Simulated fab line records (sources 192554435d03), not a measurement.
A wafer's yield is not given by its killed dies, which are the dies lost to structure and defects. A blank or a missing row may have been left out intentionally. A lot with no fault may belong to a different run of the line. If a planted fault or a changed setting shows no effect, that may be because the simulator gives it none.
fab line records -- flow n5-finfet
record lots=8, wafers=24, last-day=19
route steps=1938 shown MOL_CONTACT_COAG@617 BEOL_M0_SAQP@646 BEOL_M4@1111
lots untouched by any fault: they come from a run of this same line in which no faults occurred
start-h: the number of hours between the record's first day and the start of the first shown wafer of the lot -- wait-h: time in hours since the lot's previous step -- " repeats the value in the row above -- L1.1+2: one row covering several wafers at once -- - either no value or no given start -- * or withheld: withheld -- < > ~ a bound
route shown NAME@n: NAME is a module with steps in the file, n the number in the route of the first one -- usual: mean and standard deviation over wafers with no fault -- same: alike in all rows -- chamber/n: place in a boat -- sites: readings site by site -- _std_site: the standard deviation of these -- _edge_site: mean of outer sites minus mean of inner sites -- radius-mm: for every site, how far away it sits from the centre of the wafer -- mask NAME#n: copy n -- behind: the most recent tool/chamber to have shaped the wafer -- hold: the reason the lot was held/the length of the hold in hours/how it ended -- device: which transistor (n, p or np) failed to switch -- end of line: the same wafers' tests at the end of the route -- where a step has no rows: the recipe by itself -- killed: dies lost to structure and defects at the first sort, not the wafer's yield -- map: dies across one wafer; x = killed, . = not, _ = none there
set.NAME: the setting that was run; set.NAME@STEP: the one run at that earlier step -- model.NAME: the simulator's own value behind a step, which no gauge read
one table for each step of the route and one row for each wafer, over a sample of lots
services: the hour from which a tool's chamber was out of use, counted from the record's first day as start-h (under 0 if before that day), plus the number of hours and why
## steps
# step N5_MOL_CONTACT_COAG_ETCH_48
# recipe chemistry=C4F6/O2, target-depth-a=150, overetch-a=45, mask-material=SOC, target=SiOC, bias-w=465, pressure-mtorr=10, time-s=17, source-w=335, Ar_flow_sccm=300, C4F6_flow_sccm=10, O2_flow_sccm=10, ion-energy-ev=576
# usual bias-w=465.0/1.4, chamber-pressure-mTorr=10.000/0.0085, drypump-motor-current-A=5.5/0.31, oes-product-au=0.66/0.069, rf-vpp-V=1589/30, showerhead-plenum-p-Torr=2.86/0.078, throttle-valve-pct=40.8/0.3
lot.wafer,tool,chamber,start-h,wait-h,bias-w,chamber-pressure-mTorr,drypump-motor-current-A,oes-product-au,rf-hours-counter-h,rf-vpp-V,showerhead-plenum-p-Torr,throttle-valve-pct
L923.2,rie-diel-01,0,107.39,0.0,464.6,9.992,5.8,0.74,48,1603,2.90,41.1
L923.4,rie-diel-01,3,107.39,0.0,462.9,10.007,5.7,0.62,162,1607,2.83,40.7
L923.6,rie-diel-01,1,107.39,0.0,465.0,9.996,5.8,0.83,-,1620,2.91,40.4
L929.1,rie-diel-01,3,142.16,0.0,464.8,10.001,5.7,0.58,174,1605,2.83,40.7
L929.2,rie-diel-01,1,142.16,0.0,464.8,10.006,5.7,0.82,14,1619,2.90,40.4
L929.6,rie-diel-01,2,142.16,0.0,467.7,9.997,5.7,0.66,-,1565,2.86,40.6
L931.2,rie-diel-02,1,153.69,0.0,462.9,10.005,5.2,0.68,136,1566,2.84,40.8
L931.4,rie-diel-02,3,153.69,0.0,463.2,9.991,5.1,0.66,171,1637,2.95,41.4
L931.6,rie-diel-02,3,153.69,0.0,461.8,10.022,5.1,0.67,-,1636,2.95,41.4
L932.2,rie-diel-06,1,166.10,0.0,465.0,9.997,5.2,0.84,2,1615,2.82,41.2
L932.5,rie-diel-06,3,166.10,0.0,465.4,9.985,5.9,0.67,-,1541,2.74,41.0
L932.6,rie-diel-06,0,166.10,0.0,466.6,9.990,5.2,0.60,-,1560,2.93,41.1
L942.3,rie-diel-01,2,218.57,0.0,463.3,10.012,5.6,0.66,112,1565,2.85,40.7
L942.5,rie-diel-01,0,218.57,0.0,465.5,10.001,5.8,0.70,-,1602,2.88,41.1
L942.6,rie-diel-01,1,218.57,0.0,467.1,10.004,5.7,0.67,-,1618,2.89,40.4
L943.2,rie-diel-02,0,227.28,0.0,464.3,9.995,6.2,0.63,173,1558,2.73,40.2
L943.5,rie-diel-02,2,227.28,0.0,465.0,10.002,5.3,0.64,-,1626,2.70,41.1
L943.6,rie-diel-02,3,227.28,0.0,465.1,10.005,5.1,0.58,-,1635,2.94,41.4
L944.1,rie-diel-01,3,232.35,0.0,464.8,9.991,5.7,0.61,204,1605,2.82,40.8
L944.2,rie-diel-01,1,232.35,0.0,463.9,9.993,5.7,0.68,46,1617,2.89,40.4
L944.5,rie-diel-01,3,232.35,0.0,465.6,9.992,5.7,0.56,-,1603,2.82,40.7
L945.3,rie-diel-02,1,244.79,0.0,463.3,9.994,5.2,0.61,167,1565,2.83,40.8
L945.4,rie-diel-02,3,244.79,0.0,463.1,10.001,5.1,0.64,205,1635,2.93,41.4
L945.5,rie-diel-02,3,244.79,0.0,463.4,10.005,5.1,0.58,-,1636,2.93,41.4
# step N5_BEOL_M0_SAQP_EXPOSE_11
# recipe mask-id=M0_CORE, na=1.35, source-shape=dipole, sigma-inner=0.538, sigma-outer=0.738, polarization=te, target-cd-nm=42, dose-mj=55
# usual exposure-dose-mJ-cm2=54.96/0.057
lot.wafer,tool,chamber,start-h,wait-h,mask,exposure-dose-mJ-cm2
L923.2,arfi-scanner-03,0,114.31,-,M0_CORE#0,54.98
L923.4,arfi-scanner-03,0,114.31,-,M0_CORE#0,54.97
L923.6,arfi-scanner-03,0,114.31,-,M0_CORE#0,55.03
L929.1,arfi-scanner-01,0,147.50,-,M0_CORE#0,55.05
L929.2,arfi-scanner-01,0,147.50,-,M0_CORE#0,55.00
L929.6,arfi-scanner-01,0,147.50,-,M0_CORE#0,55.02
L931.2,arfi-scanner-02,0,159.80,-,M0_CORE#0,54.99
L931.4,arfi-scanner-02,0,159.80,-,M0_CORE#0,54.98
L931.6,arfi-scanner-02,0,159.80,-,M0_CORE#0,54.92
L932.2,arfi-scanner-02,0,172.41,-,M0_CORE#0,54.95
L932.5,arfi-scanner-02,0,172.41,-,M0_CORE#0,54.99
L932.6,arfi-scanner-02,0,172.41,-,M0_CORE#0,54.94
L942.3,arfi-scanner-02,0,227.04,-,M0_CORE#0,54.94
L942.5,arfi-scanner-02,0,227.04,-,M0_CORE#0,55.01
L942.6,arfi-scanner-02,0,227.04,-,M0_CORE#0,54.95
L943.2,arfi-scanner-02,0,234.98,-,M0_CORE#0,54.97
L943.5,arfi-scanner-02,0,234.98,-,M0_CORE#0,54.96
L943.6,arfi-scanner-02,0,234.98,-,M0_CORE#0,54.87
L944.1,arfi-scanner-03,0,239.57,-,M0_CORE#0,54.97
L944.2,arfi-scanner-03,0,239.57,-,M0_CORE#0,54.98
L944.5,arfi-scanner-03,0,239.57,-,M0_CORE#0,54.98
L945.3,arfi-scanner-03,0,251.53,-,M0_CORE#0,54.99
L945.4,arfi-scanner-03,0,251.53,-,M0_CORE#0,54.95
L945.5,arfi-scanner-03,0,251.53,-,M0_CORE#0,54.84
# step N5_BEOL_M0_SAQP_OVL_MEAS_15
# recipe points-per-wafer=44
# usual M0_CORE_OVL=0.2/0.78
lot.wafer,tool,chamber,start-h,wait-h,M0_CORE_OVL[nm]
L923.2,overlay-01,0,114.46,0.0,1.7
L923.4,overlay-01,0,114.46,0.0,0.9
L923.6,overlay-01,0,114.46,0.0,0.6
L929.1,overlay-02,0,147.65,0.0,-0.5
L929.2,overlay-02,0,147.65,0.0,-0.5
L929.6,overlay-02,0,147.65,0.0,-0.1
L931.2,overlay-01,0,159.95,0.0,-0.5
L931.4,overlay-01,0,159.95,0.0,-0.8
L931.6,overlay-01,0,159.95,0.0,1.1
L932.2,overlay-01,0,172.57,0.0,0.3
L932.5,overlay-01,0,172.57,0.0,-0.3
L932.6,overlay-01,0,172.57,0.0,-0.3
L942.3,overlay-01,0,227.19,0.0,11.5
L942.5,overlay-01,0,227.19,0.0,11.7
L942.6,overlay-01,0,227.19,0.0,12.2
L943.2,overlay-01,0,235.13,0.0,10.9
L943.5,overlay-01,0,235.13,0.0,12.3
L943.6,overlay-01,0,235.13,0.0,11.2
L944.1,overlay-01,0,239.73,0.0,1.7
L944.2,overlay-01,0,239.73,0.0,1.3
L944.5,overlay-01,0,239.73,0.0,0.4
L945.3,overlay-01,0,251.67,0.0,0.5
L945.4,overlay-01,0,251.67,0.0,0.6
L945.5,overlay-01,0,251.67,0.0,0.1
# step N5_BEOL_M0_SAQP_ETCH_83
# recipe chemistry=CF4, target=SiARC, target-depth-a=390, mask-material=CAR-ArF, time-s=65, ion-energy-ev=80, pressure-mtorr=40, source-w=545, bias-w=36, Ar_flow_sccm=100, cf4-flow-sccm=100, ends=cleared
# usual bias-w=35.98/0.097, chamber-pressure-mTorr=40.00/0.034, drypump-motor-current-A=5.6/0.55, etch-rf-on-time-s=65.0/1.2, oes-product-au=0.67/0.075, rf-vpp-V=184.2/1.1, showerhead-plenum-p-Torr=2.16/0.075, throttle-valve-pct=15.73/0.22
lot.wafer,tool,chamber,start-h,wait-h,bias-w,chamber-pressure-mTorr,drypump-motor-current-A,etch-rf-on-time-s,oes-product-au,rf-hours-counter-h,rf-vpp-V,showerhead-plenum-p-Torr,throttle-valve-pct
L923.2,rie-diel-03,0,114.56,0.0,35.93,40.01,4.9,64.8,0.67,137,182.4,2.05,15.83
L923.4,rie-diel-03,3,114.56,0.0,35.86,40.02,6.3,65.2,0.60,-,183.9,2.12,16.17
L923.6,rie-diel-03,0,114.56,0.0,35.80,39.99,4.9,65.2,0.67,-,183.3,2.05,15.81
L929.1,rie-diel-03,2,147.79,0.0,35.85,39.92,6.2,63.3,0.61,221,185.2,2.21,15.75
L929.2,rie-diel-03,0,147.79,0.0,36.12,39.98,4.9,64.3,0.66,146,182.7,2.05,15.83
L929.6,rie-diel-03,3,147.79,0.0,36.01,39.95,6.3,64.5,0.59,-,184.1,2.12,16.18
L931.2,rie-diel-05,1,160.05,0.0,36.07,39.98,5.6,62.0,0.74,51,185.5,2.28,15.79
L931.4,rie-diel-05,3,160.05,0.0,35.89,39.97,6.2,65.2,0.77,25,182.6,2.10,15.27
L931.6,rie-diel-05,3,160.05,0.0,35.98,40.01,6.2,65.0,0.76,-,182.7,2.10,15.29
L932.2,rie-diel-04,2,172.66,0.0,36.06,40.02,5.1,64.1,0.62,192,183.6,2.05,15.71
L932.5,rie-diel-04,3,172.66,0.0,35.96,40.01,4.9,66.8,0.63,-,185.7,2.21,15.72
L932.6,rie-diel-04,2,172.66,0.0,35.91,40.05,5.1,63.5,0.62,-,181.3,2.05,15.73
L942.3,rie-diel-04,2,228.10,0.0,35.98,40.07,5.1,64.0,0.61,205,181.4,2.05,15.76
L942.5,rie-diel-04,0,228.10,0.0,36.00,40.01,5.3,64.4,0.62,-,183.4,2.14,15.45
L942.6,rie-diel-04,1,228.10,0.0,35.95,39.99,4.9,66.0,0.62,-,185.5,2.23,16.04
L943.2,rie-diel-04,3,235.22,0.0,35.95,39.98,4.9,67.2,0.63,179,185.1,2.20,15.75
L943.5,rie-diel-04,0,235.22,0.0,36.00,39.99,5.3,65.8,0.62,-,183.9,2.14,15.48
L943.6,rie-diel-04,1,235.22,0.0,36.12,39.98,4.9,68.2,0.62,-,184.5,2.22,16.04
L944.1,rie-diel-03,2,239.88,0.0,36.07,40.07,6.1,61.0,0.85,1,185.3,2.20,15.28
L944.2,rie-diel-03,0,239.88,0.0,36.08,39.99,4.9,64.7,0.65,178,182.7,2.04,15.89
L944.5,rie-diel-03,2,239.88,0.0,36.01,39.99,6.1,60.9,0.86,-,183.4,2.20,15.29
L945.3,rie-diel-03,3,251.76,0.0,36.12,40.05,6.3,64.7,0.78,27,183.0,2.11,15.75
L945.4,rie-diel-03,1,251.76,0.0,36.04,39.96,6.0,66.6,0.60,186,183.8,2.13,15.90
L945.5,rie-diel-03,2,251.76,0.0,36.00,40.04,6.2,61.9,0.83,-,185.4,2.20,15.29
# step N5_BEOL_M0_SAQP_ETCH_84
# recipe chemistry=N2/H2, target=SOC, target-depth-a=1000, overetch-a=200, mask-material=SiARC, temp-c=40, time-s=150, ion-energy-ev=200, pressure-mtorr=30, source-w=840, bias-w=150, n2-flow-sccm=200, h2-flow-sccm=200
# usual bias-w=150.1/0.43, chamber-pressure-mTorr=30.000/0.029, drypump-motor-current-A=5.6/0.55, oes-product-au=0.70/0.076, rf-vpp-V=524.3/2.6, showerhead-plenum-p-Torr=2.55/0.092, throttle-valve-pct=17.89/0.23
lot.wafer,tool,chamber,start-h,wait-h,bias-w,chamber-pressure-mTorr,drypump-motor-current-A,oes-product-au,rf-hours-counter-h,rf-vpp-V,showerhead-plenum-p-Torr,throttle-valve-pct
L923.2,rie-diel-03,0,114.61,0.0,149.4,29.994,4.9,0.70,137,519.9,2.45,18.10
L923.4,rie-diel-03,3,114.61,0.0,150.7,30.032,6.3,0.62,-,522.9,2.49,18.20
L923.6,rie-diel-03,0,114.61,0.0,150.2,30.053,4.9,0.70,-,520.3,2.45,18.09
L929.1,rie-diel-03,2,147.84,0.0,149.1,29.985,6.1,0.64,221,525.9,2.61,17.87
L929.2,rie-diel-03,0,147.84,0.0,150.4,29.965,4.9,0.69,146,521.8,2.44,18.10
L929.6,rie-diel-03,3,147.84,0.0,150.5,30.001,6.3,0.61,-,521.8,2.48,18.22
L931.2,rie-diel-05,1,160.10,0.0,151.0,29.973,5.6,0.76,51,528.5,2.69,17.84
L931.4,rie-diel-05,3,160.10,0.0,150.2,29.970,6.1,0.80,25,523.8,2.47,17.42
L931.6,rie-diel-05,3,160.10,0.0,149.7,29.949,6.1,0.80,-,522.9,2.47,17.41
L932.2,rie-diel-04,2,172.71,0.0,150.4,30.014,5.1,0.64,192,520.0,2.41,17.76
L932.5,rie-diel-04,3,172.71,0.0,150.0,29.982,4.9,0.68,-,527.0,2.63,17.95
L932.6,rie-diel-04,2,172.71,0.0,150.6,30.054,5.1,0.64,-,519.7,2.41,17.75
L942.3,rie-diel-04,2,228.15,0.0,150.2,29.968,5.1,0.64,205,519.8,2.40,17.78
L942.5,rie-diel-04,0,228.15,0.0,150.1,29.988,5.3,0.66,-,523.5,2.55,17.65
L942.6,rie-diel-04,1,228.15,0.0,150.6,30.016,4.9,0.66,-,526.7,2.64,18.27
L943.2,rie-diel-04,3,235.27,0.0,150.2,30.031,4.9,0.66,179,527.1,2.63,17.96
L943.5,rie-diel-04,0,235.27,0.0,149.5,29.973,5.3,0.66,-,523.6,2.54,17.63
L943.6,rie-diel-04,1,235.27,0.0,150.3,30.010,4.9,0.66,-,528.3,2.63,18.25
L944.1,rie-diel-03,2,239.93,0.0,150.1,29.988,6.1,0.86,1,526.6,2.60,17.39
L944.2,rie-diel-03,0,239.93,0.0,150.0,30.066,4.9,0.67,178,521.0,2.43,18.17
L944.5,rie-diel-03,2,239.93,0.0,149.9,30.046,6.2,0.86,-,525.0,2.60,17.37
L945.3,rie-diel-03,3,251.81,0.0,150.0,29.976,6.3,0.81,27,523.6,2.47,17.83
L945.4,rie-diel-03,1,251.81,0.0,150.0,30.011,6.0,0.63,186,522.8,2.52,18.06
L945.5,rie-diel-03,2,251.81,0.0,149.8,29.994,6.2,0.84,-,526.1,2.60,17.39
# step N5_BEOL_M4_RC_MEAS_101
# usual DIBL_N=36.5/1.9, DIBL_P=36.7/2.1, IOFF_N=0.17/0.035, IOFF_P=0.22/0.042, ION_N=676/10, ION_P=462/8.1, SS_N=71.5/0.72, SS_P=73.4/0.7, VT_N=249/3.1, VT_P=-250/3.9
lot.wafer,tool,chamber,start-h,wait-h,DIBL_N[mV/V],DIBL_P[mV/V],IOFF_N[nA/um],IOFF_P[nA/um],ION_N[uA/um],ION_P[uA/um],SS_N[mV/dec],SS_P[mV/dec],VT_N[mV],VT_P[mV]
L923.2,prober-02,0,180.98,0.2,38.3,40.1,0.21,0.31,678,466,72.6,74.4,250,-246
L923.4,prober-02,0,180.98,0.2,38.4,40.2,0.22,0.31,695,481,71.9,74.1,245,-244
L923.6,prober-02,0,180.98,0.2,36.6,36.9,0.18,0.25,681,471,72.8,73.3,249,-246
L929.1,prober-02,0,227.58,0.0,38.5,39.7,0.21,0.28,699,476,71.8,74.3,246,-244
L929.2,prober-02,0,227.58,0.0,36.0,35.4,0.16,0.20,676,465,70.9,72.7,249,-248
L929.6,prober-02,0,227.58,0.0,36.5,36.6,0.16,0.22,683,466,71.2,73.5,249,-249
L931.2,prober-01,0,230.44,0.2,36.7,37.1,0.16,0.21,675,461,72.2,73.9,250,-251
L931.4,prober-01,0,230.44,0.2,38.7,39.7,0.20,0.26,681,468,72.9,74.5,247,-246
L931.6,prober-01,0,230.44,0.2,34.5,34.2,0.11,0.17,657,457,70.7,72.2,252,-253
L932.2,prober-02,0,252.65,0.2,38.4,38.8,0.21,0.24,694,467,71.6,74.4,242,-249
L932.5,prober-02,0,252.65,0.2,37.8,37.0,0.19,0.21,676,456,72.2,74.3,245,-253
L932.6,prober-02,0,252.65,0.2,36.4,36.2,0.17,0.20,681,457,70.9,73.6,245,-250
L943.2,prober-02,0,316.44,0.2,35.2,34.6,0.12,0.16,662,454,71.2,72.1,253,-255
L943.5,prober-02,0,316.44,0.2,36.2,36.1,0.15,0.17,679,458,71.1,73.1,247,-254
L943.6,prober-02,0,316.44,0.2,34.5,34.0,0.12,0.15,659,451,71.2,72.1,253,-256
L942.3,prober-01,0,320.83,0.3,34.6,35.7,0.15,0.19,670,457,71.2,73.1,249,-254
L942.5,prober-01,0,320.83,0.3,37.0,39.9,0.18,0.25,675,459,71.9,74.6,247,-252
L942.6,prober-01,0,320.83,0.3,34.2,35.9,0.14,0.18,670,455,71.0,73.3,249,-256
L944.1,prober-02,0,324.73,0.0,36.1,34.6,0.13,0.18,657,454,71.0,72.7,252,-253
L944.2,prober-02,0,324.73,0.0,35.7,35.6,0.14,0.19,662,455,71.3,73.0,252,-253
L944.5,prober-02,0,324.73,0.0,38.8,38.9,0.19,0.25,676,463,71.8,73.1,246,-247
L945.3,prober-01,0,348.43,0.3,35.8,36.4,0.18,0.24,683,470,71.4,73.4,247,-247
L945.4,prober-01,0,348.43,0.3,37.7,38.7,0.19,0.26,674,460,72.8,73.5,246,-248
L945.5,prober-01,0,348.43,0.3,35.5,36.3,0.16,0.23,682,472,71.3,73.2,249,-247
## services
tool,chamber,start-h,hours,kind
rie-diel-01,2,84.59,4.7,repair
rie-diel-02,0,92.12,4.1,repair
arfi-scanner-02,-,97.32,1.0,pm
arfi-scanner-02,-,100.76,0.8,pm
arfi-scanner-02,-,103.01,4.5,repair
arfi-scanner-02,-,109.44,3.9,pm
arfi-scanner-02,-,114.53,0.2,repair
arfi-scanner-02,-,115.28,4.9,pm
arfi-scanner-03,-,115.48,0.8,pm
arfi-scanner-02,-,120.76,2.9,repair
arfi-scanner-03,-,142.96,1.3,pm
rie-diel-03,0,154.99,7.7,repair
rie-diel-02,2,173.19,5.9,repair
rie-diel-04,-,174.46,15.6,pm
arfi-scanner-03,-,182.66,1.0,pm
rie-diel-02,-,182.74,0.5,repair
arfi-scanner-02,-,189.61,1.3,pm
rie-diel-02,2,192.53,6.0,repair
rie-diel-03,0,196.77,6.4,repair
rie-diel-04,3,200.90,12.8,repair
arfi-scanner-03,-,201.71,1.4,repair
arfi-scanner-02,-,214.22,0.6,repair
rie-diel-04,2,216.19,9.9,repair
arfi-scanner-02,-,230.15,1.0,pm
## key
first-sign step=N5_BEOL_M0_SAQP_OVL_MEAS_15, reading=M0_CORE_OVL, direction=up, sigmas=15, usual=0.2, struck=11.6
effect none on later readings
met-at N5_BEOL_M0_SAQP_EXPOSE_11
struck-lots L942,L943
not-acting-at N5_MOL_CONTACT_COAG_ETCH_48,N5_BEOL_M0_SAQP_ETCH_83,N5_BEOL_M0_SAQP_ETCH_84
onset-between 172.41 227.04
fault kind=scanner-matching-overlay, tool=arfi-scanner-02, chamber=-, onset-h=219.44, steps=N5_BEOL_M0_SAQP_EXPOSE_11, offset=11.955
